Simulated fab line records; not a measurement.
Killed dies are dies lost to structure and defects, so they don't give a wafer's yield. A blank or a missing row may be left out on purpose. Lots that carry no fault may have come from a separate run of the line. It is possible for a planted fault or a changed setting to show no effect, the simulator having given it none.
Matching of chambers ; flow nand harc ; NHARC_P_M1_PRE_CLEAN_32 on pecvd-03 has 3 sister chambers
The step time 12 s. 3 wafers are shown with their chamber, then 7 later ones without.

WAFERS, EACH WITH ITS CHAMBER
wafer;chamber;heater power w (W)
L083.2;1;583
L088.3;2;490
L088.5;0;573

WAFERS WITHOUT THEIR CHAMBER
wafer;heater power w (W)
L088.6;503
L090.4;532
L090.5;625
L090.6;594
L096.1;613
L096.2;522
L096.5;538

THE CHAMBER EACH PASSED THROUGH
wafer;from the rows above;in truth
L088.6;can't be placed: 2 or 0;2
L090.4;can't be placed: 0 or 2 or 1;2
L090.5;can't be placed: 1 or 0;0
L090.6;can't be placed: 1 or 0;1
L096.1;can't be placed: 1 or 0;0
L096.2;can't be placed: 2 or 0 or 1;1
L096.5;can't be placed: 0 or 1 or 2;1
Correctly placed: 0 of 7. These rows do not allow placing 7 (true chamber among the candidates in 7). Number placed wrongly: 0.
How it was worked out, from the rows above alone: a wafer's distance from a chamber is the root of the sum, over the readings, of the square of ((its reading less the chamber's mean) divided by the reading's scatter). If the next closest chamber is less than 2 further off than the closest, the wafer can't be placed; otherwise it belongs to the closest. For every chamber, the mean is computed from those of its wafers that are shown. The scatter (one wafer shown for each chamber): square how far every hidden wafer sits from the nearest shown wafer, average those squares and take the square root.
